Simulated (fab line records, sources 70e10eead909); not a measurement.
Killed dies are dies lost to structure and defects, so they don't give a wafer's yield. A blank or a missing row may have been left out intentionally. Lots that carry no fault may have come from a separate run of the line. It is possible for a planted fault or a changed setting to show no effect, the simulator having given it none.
Matching of chambers + flow nand harc + NHARC_A_M1_CMP_23 on cmp-02 has 4 sister chambers
The step polishes, t overpolish 20 s, target thk 154.34 nm. 18 wafers are shown with their chamber, then 9 later ones without.

## WAFERS WITH THEIR CHAMBER
| wafer  | chamber | motor current A (A) | time to endpoint s (s) |
|--------|---------|---------------------|------------------------|
| L082.2 | 2       | 11.1                | 28.9                   |
| L082.3 | 1       | 13.3                | 29.1                   |
| L082.4 | 3       | 11.9                | 25.4                   |
| L082.1 | 0       | 11.1                | 28.3                   |
| L082.5 | 2       | 11.2                | 27.1                   |
| L082.6 | 1       | 13.0                | 32.7                   |
| L083.2 | 3       | 12.3                | 30.7                   |
| L083.3 | 1       | 13.4                | 31.0                   |
| L083.6 | 0       | 11.5                | 27.4                   |
| L088.2 | 0       | 10.8                | 29.4                   |
| L088.3 | 3       | 11.6                | 29.5                   |
| L088.5 | 2       | 11.0                | 28.3                   |
| L091.1 | 0       | 11.4                | 26.7                   |
| L091.3 | 3       | 11.6                | 29.0                   |
| L091.5 | 0       | 11.8                | 28.5                   |
| L092.1 | 0       | 11.9                | 30.4                   |
| L092.3 | 2       | 11.0                | 32.3                   |
| L092.5 | 3       | 12.2                | 29.2                   |

SIGNATURES (means of the wafers above)
| reading            | chamber 0 | chamber 1 | chamber 2 | chamber 3 | scatter within a chamber |
|--------------------|-----------|-----------|-----------|-----------|--------------------------|
| motor current A    | 11.417    | 13.233    | 11.075    | 11.920    | 0.317                    |
| time to endpoint s | 28.450    | 30.933    | 29.150    | 28.760    | 1.82                     |
Rule: distance of a wafer from a chamber = root of the sum over the readings of ((wafer's reading minus chamber's mean) / reading's scatter) squared. The wafer belongs to the nearest chamber; if the next one is less than 2 further off, it can't be placed. The scatter: take each reading less its chamber's mean, square it, sum over the shown wafers, divide by the number of wafers less the number of chambers, and take the root.

## WAFERS WHOSE CHAMBER IS MISSING
| wafer  | motor current A (A) | time to endpoint s (s) |
|--------|---------------------|------------------------|
| L094.1 | 11.0                | 26.3                   |
| L094.5 | 11.3                | 27.0                   |
| L094.6 | 12.6                | 29.7                   |
| L094.2 | 11.6                | 27.3                   |
| L094.3 | 12.4                | 28.0                   |
| L094.4 | 13.5                | 29.0                   |
| L095.4 | 11.3                | 29.3                   |
| L095.5 | 11.9                | 29.8                   |
| L095.6 | 11.8                | 28.0                   |

## WHICH CHAMBER EACH WENT THROUGH
| wafer  | from the rows above          | in truth |
|--------|------------------------------|----------|
| L094.1 | can't be placed: 2 or 0 or 3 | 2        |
| L094.5 | can't be placed: 0 or 2 or 3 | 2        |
| L094.6 | can't be placed: 1 or 3 or 0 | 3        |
| L094.2 | can't be placed: 0 or 3 or 2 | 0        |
| L094.3 | can't be placed: 3 or 1 or 0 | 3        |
| L094.4 | 1                            | 1        |
| L095.4 | can't be placed: 0 or 2 or 3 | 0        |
| L095.5 | can't be placed: 3 or 0      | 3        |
| L095.6 | can't be placed: 3 or 0 or 2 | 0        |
Correct placement for 1 of the 9. Can't be placed from these rows: 8 (the true chamber is among the candidates in 8). Placed wrongly: 0.
